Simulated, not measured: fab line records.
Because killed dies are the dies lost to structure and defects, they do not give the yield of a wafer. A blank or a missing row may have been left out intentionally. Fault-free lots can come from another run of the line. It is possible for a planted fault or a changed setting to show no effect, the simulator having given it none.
A lot that was struck, set against a sound lot | flow n5-finfet | 6 out of 1938 route steps
Sound: the wafers L837.3, L837.5, L837.6. The struck wafers were L836.1, L836.6. The cause is named last.
For every step that has rows: the tool of each side, followed by ch and its chambers, followed by its first start. Under that, the readings that differ: sound wafers | struck wafers | difference of the means | sigmas: that difference in standard deviations of wafers without a fault.
alike: a reading whose means differ by less than 2 such deviations, as well as words and numbers matching on both sides. not compared: withheld readings; readings where some wafer has no value; bounds like >300 that might hide an equal value; numbers whose values overlap and for which the record gives no deviation.
A row with sigmas, a row that says differs or no value, or rows on one side alone: a step with any of these is where the two part. When numbers do not overlap yet have no deviation, they are printed without sigmas and do not part them. Lack of a reading on every wafer of one side parts them only where that side has two or more wafers.

N5_START_INSPECT_01: inspects for defects (unpatterned scan).
  sound on defect-inspect-01, day 6 00:02; struck on defect-inspect-02, day 5 18:02
  alike: raw-defect-count
then, 2 steps without rows for these wafers: N5_ZERO_LAYER_PRECLEAN_00 (cleans in SPM, time 600 s); N5_ZERO_LAYER_SRD_01 (time 30 s, dry time 30 s).
N5_ZERO_LAYER_PECVD_02: deposits SiO2 from SiH4/N2O, target thk 10 nm, time 6 s.
  sound on pecvd-01 ch 1,2, day 6 00:17; struck on pecvd-02 ch 0,1, day 5 18:17
  reading                                       | sound            | struck     | difference | sigmas
  model.SiO2_of_ZERO_LAYER_PECVD_02.thk-nm (nm) | 9.628 9.943 9.67 | 16.1 16.23 | +6.4       |
  alike: heater-power-w, showerhead-plenum-p-Torr
then, 1 step without rows for these wafers: N5_ZERO_LAYER_HMDS_04 (time 60 s).
-- the record jumps here: 11 days lie between the struck wafers' starts before and after (it left off in module ZERO_LAYER and takes up again in module PASSIVATION, whose first step shown is number 1936 of the route) --
N5_PASSIVATION_PROBE_49:
  the record has rows for the struck wafers here (prober-01, day 16 08:31) and none for the sound ones

WHERE THEY PART
Only at N5_PASSIVATION_PROBE_49, within this record.

WHY: the cause the simulator had injected
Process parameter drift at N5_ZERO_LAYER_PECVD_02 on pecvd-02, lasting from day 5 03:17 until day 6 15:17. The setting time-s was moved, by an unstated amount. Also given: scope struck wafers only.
